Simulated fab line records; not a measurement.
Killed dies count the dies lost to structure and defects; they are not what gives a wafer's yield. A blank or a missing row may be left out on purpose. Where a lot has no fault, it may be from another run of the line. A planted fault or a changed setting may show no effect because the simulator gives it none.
Matching of chambers :: flow nand harc :: 4 sister chambers for NHARC_A_CHANNEL_FILL_D1_ALD_02 on ald hk-02
The step deposits SiO2, target thk 6 nm, pulse time 10 s, ald cycles 60. 18 wafers are shown with their chamber, then 9 later ones without.

== WAFERS PAIRED WITH THEIR CHAMBERS ==
wafer: L981.1
chamber: 3
heater power w (W): 379
precursor pulse height rel: 1.005

wafer: L981.2
chamber: 1
heater power w (W): 536
precursor pulse height rel: 1.028

wafer: L981.4
chamber: 0
heater power w (W): 494
precursor pulse height rel: 0.986

wafer: L984.1
chamber: 2
heater power w (W): 534
precursor pulse height rel: 0.999

wafer: L984.2
chamber: 1
heater power w (W): 549
precursor pulse height rel: 1.011

wafer: L984.4
chamber: 3
heater power w (W): 383
precursor pulse height rel: 1.003

wafer: L986.1
chamber: 1
heater power w (W): 527
precursor pulse height rel: 1.019

wafer: L986.2
chamber: 3
heater power w (W): 399
precursor pulse height rel: 0.984

wafer: L986.4
chamber: 2
heater power w (W): 547
precursor pulse height rel: 1.005

wafer: L987.2
chamber: 2
heater power w (W): 536
precursor pulse height rel: 1.009

wafer: L987.3
chamber: 3
heater power w (W): 389
precursor pulse height rel: 1.001

wafer: L987.5
chamber: 1
heater power w (W): 525
precursor pulse height rel: 1.016

wafer: L995.2
chamber: 2
heater power w (W): 539
precursor pulse height rel: 0.969

wafer: L995.4
chamber: 0
heater power w (W): 501
precursor pulse height rel: 1.026

wafer: L995.5
chamber: 3
heater power w (W): 384
precursor pulse height rel: 1.028

wafer: L999.2
chamber: 0
heater power w (W): 516
precursor pulse height rel: 0.995

wafer: L999.3
chamber: 2
heater power w (W): 531
precursor pulse height rel: 1.005

wafer: L999.5
chamber: 1
heater power w (W): 520
precursor pulse height rel: 0.996

SIGNATURES (means of the wafers above)
reading: heater power w
chamber 0: 503.67
chamber 1: 531.40
chamber 2: 537.40
chamber 3: 386.80
scatter within a chamber: 9.1

reading: precursor pulse height rel
chamber 0: 1.00233
chamber 1: 1.01400
chamber 2: 0.99740
chamber 3: 1.00420
scatter within a chamber: 0.0158
Rule: for each reading, subtract the chamber's mean from the wafer's reading, divide by that reading's scatter and square the result; add these up over the readings and take the root, which gives the wafer's distance from the chamber. If the next closest chamber is less than 2 further off than the closest, the wafer can't be placed; otherwise it belongs to the closest. How the scatter is found: for the shown wafers, subtract from each reading the mean of its chamber, square and add these, divide the total by (wafers less chambers), then take the root.

== WAFERS WITHOUT THEIR CHAMBER ==
wafer: L998.2
heater power w (W): 490
precursor pulse height rel: 1.022

wafer: L998.3
heater power w (W): 516
precursor pulse height rel: 1.036

wafer: L998.6
heater power w (W): 509
precursor pulse height rel: 1.007

wafer: L100.2
heater power w (W): 529
precursor pulse height rel: 1.047

wafer: L100.3
heater power w (W): 501
precursor pulse height rel: 0.971

wafer: L100.6
heater power w (W): 372
precursor pulse height rel: 1.006

wafer: L102.2
heater power w (W): 378
precursor pulse height rel: 0.979

wafer: L102.4
heater power w (W): 495
precursor pulse height rel: 1.019

wafer: L102.5
heater power w (W): 522
precursor pulse height rel: 0.984

== EACH ONE'S CHAMBER ==
wafer: L998.2
from the rows above: 0
in truth: 0

wafer: L998.3
from the rows above: can't be placed: 1 or 0 or 2
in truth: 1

wafer: L998.6
from the rows above: can't be placed: 0 or 1
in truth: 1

wafer: L100.2
from the rows above: can't be placed: 1 or 2 or 0
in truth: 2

wafer: L100.3
from the rows above: 0
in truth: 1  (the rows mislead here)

wafer: L100.6
from the rows above: 3
in truth: 3

wafer: L102.2
from the rows above: 3
in truth: 3

wafer: L102.4
from the rows above: 0
in truth: 0

wafer: L102.5
from the rows above: can't be placed: 2 or 1 or 0
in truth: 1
Correct placement for 4 of the 9. Unplaceable from these rows: 4, with the true chamber sitting among the candidates in 4. Number placed wrongly: 1.
